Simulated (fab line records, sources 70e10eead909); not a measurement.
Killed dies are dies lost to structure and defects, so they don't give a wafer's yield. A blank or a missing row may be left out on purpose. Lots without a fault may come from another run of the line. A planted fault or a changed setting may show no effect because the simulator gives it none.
Which tool did it? | flow nand_harc | 7 lots, 21 wafers sampled, at 1 step of a route of 1159

WHAT THE GAUGES READ, wafer by wafer
NHARC_P_CONTACT_CD_MEAS_19.
lot  | measured     | on        | cd_nm (nm)
L330 | day 5 22:52  | cd_sem-01 | 88.0 89.7 89.4
L332 | day 6 11:10  | cd_sem-02 | 91.2 90.4 90.9
L340 | day 8 08:59  | cd_sem-02 | 90.6 91.5 91.4
L344 | day 9 10:05  | cd_sem-02 | 88.9 88.3 89.2
L345 | day 9 16:24  | cd_sem-01 | 89.3 88.9 90.8
L350 | day 10 17:29 | cd_sem-03 | 91.9 91.2 90.4
L351 | day 11 06:31 | cd_sem-02 | 91.4 89.9 90.9

WHICH TOOL RAN EACH LOT (tool, then ch and the chambers of the sampled wafers, then the start)
The record holds no process step before these readings.

THE ANSWER, worked out from the rows above alone
Rule: what is usual is taken from the lots themselves. Put in order of their means at a reading, lots are off if they are a third of the lots or fewer, leave a main group of 4 or more, and stand apart from it by a gap of 3 or more times the standard deviation of the main group's means; of several such gaps the widest counts. A main group whose means are all the same, to the digits that the tables above print for the reading, isn't used. A lot without any number at a reading at which 4 lots or more have one is off too. The other lots that the step has rows for count as sound.
No lot is off at any reading shown: from this, nothing can be told.

WHAT THE SIMULATOR HAD PUT IN
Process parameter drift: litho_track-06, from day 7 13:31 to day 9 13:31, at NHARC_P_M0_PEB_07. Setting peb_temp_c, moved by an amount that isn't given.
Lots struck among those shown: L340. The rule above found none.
